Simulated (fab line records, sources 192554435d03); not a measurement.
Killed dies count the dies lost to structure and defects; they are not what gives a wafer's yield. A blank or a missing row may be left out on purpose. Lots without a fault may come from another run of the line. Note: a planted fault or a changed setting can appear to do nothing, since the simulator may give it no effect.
The tool behind it: which one? | flow n5Finfet | 12 lots with 36 wafers sampled at 5 steps, on a route of 1938 steps

== WHAT THE GAUGES READ, wafer by wafer ==
N5_BEOL_M2_THK_MEAS_53: measures by xrf.
lot  | measured     | on           | M2_THK (nm)
L074 | day 7 06:33  | filmMetro-02 | 43.1 40.6 39.6
L077 | day 7 22:21  | filmMetro-01 | 39.0 38.1 39.1
L079 | day 8 07:11  | filmMetro-02 | 38.4 42.3 39.4
L081 | day 9 01:08  | filmMetro-01 | 39.4 35.1 37.6
L083 | day 9 09:14  | filmMetro-02 | 38.6 39.1 40.3
L085 | day 9 15:39  | filmMetro-02 | 42.3 40.2 40.2
L088 | day 10 08:35 | filmMetro-02 | 39.4 41.4 41.3
L091 | day 10 20:40 | filmMetro-02 | 40.6 40.5 41.2
L090 | day 10 22:27 | filmMetro-01 | 38.8 41.3 41.4
L093 | day 11 14:11 | filmMetro-01 | 37.8 38.4 35.6
L095 | day 12 07:58 | filmMetro-02 | 38.6 39.9 36.0
L096 | day 13 00:13 | filmMetro-01 | 37.9 38.6 38.1

== EACH LOT AND THE TOOL THAT RAN IT (in order: tool; ch and the chambers of the sampled wafers; start) ==
lot  | N5_BEOL_M2_SURFACE_TREAT_85 | N5_BEOL_M2_SPUTTER_79       | N5_BEOL_M2_ANNEAL_89        | N5_BEOL_M2_SPUTTER_90
L074 | pvdSputter-02, day 7 03:34  | pvdSputter-02, day 7 04:08  | pvdSputter-02, day 7 04:53  | pvdSputter-02, day 7 05:01
L077 | pvdSputter-02, day 7 18:36  | pvdSputter-02, day 7 19:16  | pvdSputter-02, day 7 20:00  | pvdSputter-02, day 7 20:08
L079 | pvdSputter-01, day 8 03:39  | pvdSputter-01, day 8 04:40  | pvdSputter-01, day 8 05:25  | pvdSputter-01, day 8 05:33
L081 | pvdSputter-02, day 8 21:40  | pvdSputter-02, day 8 22:14  | pvdSputter-02, day 8 22:58  | pvdSputter-02, day 8 23:07
L083 | pvdSputter-02, day 9 05:55  | pvdSputter-02, day 9 06:55  | pvdSputter-02, day 9 07:39  | pvdSputter-02, day 9 07:47
L085 | pvdSputter-02, day 9 10:37  | pvdSputter-01, day 9 12:55  | pvdSputter-01, day 9 13:40  | pvdSputter-01, day 9 13:48
L088 | pvdSputter-03, day 10 05:45 | pvdSputter-03, day 10 06:16 | pvdSputter-03, day 10 07:00 | pvdSputter-03, day 10 07:08
L091 | pvdSputter-01, day 10 17:52 | pvdSputter-02, day 10 18:20 | pvdSputter-02, day 10 19:05 | pvdSputter-02, day 10 19:13
L090 | pvdSputter-03, day 10 19:40 | pvdSputter-03, day 10 20:08 | pvdSputter-03, day 10 20:52 | pvdSputter-03, day 10 21:01
L093 | pvdSputter-01, day 11 11:22 | pvdSputter-01, day 11 11:50 | pvdSputter-01, day 11 12:34 | pvdSputter-01, day 11 12:43
L095 | pvdSputter-01, day 12 04:31 | pvdSputter-03, day 12 05:13 | pvdSputter-03, day 12 05:58 | pvdSputter-03, day 12 06:06
L096 | pvdSputter-03, day 12 21:22 | pvdSputter-03, day 12 21:53 | pvdSputter-03, day 12 22:38 | pvdSputter-03, day 12 22:46
- N5_BEOL_M2_SURFACE_TREAT_85
- N5_BEOL_M2_SPUTTER_79: material Cu, target thk 4.5 nm, time 8.29 s.
- N5_BEOL_M2_ANNEAL_89: time 240 s.
- N5_BEOL_M2_SPUTTER_90: material Cu, target thk 4.5 nm, time 8.29 s.

== THE ANSWER, worked out from the rows above alone ==
Rule: the lots themselves supply what counts as usual. The widest of any qualifying gaps counts: lots, ordered by their means at a reading, are off when they make up no more than a third of the lots, leave a main group of 4 or more, and stand apart from it by 3 or more times the standard deviation of that group's means. Not used: any main group whose means are identical at the precision the tables above print for the reading. A lot without any number at a reading at which 4 lots or more have one is off too. Where the step has rows for the other lots, those lots are counted as sound.
Across all readings shown, no lot is off: no conclusion can be drawn from this.

== WHAT THE SIMULATOR HAD INSERTED ==
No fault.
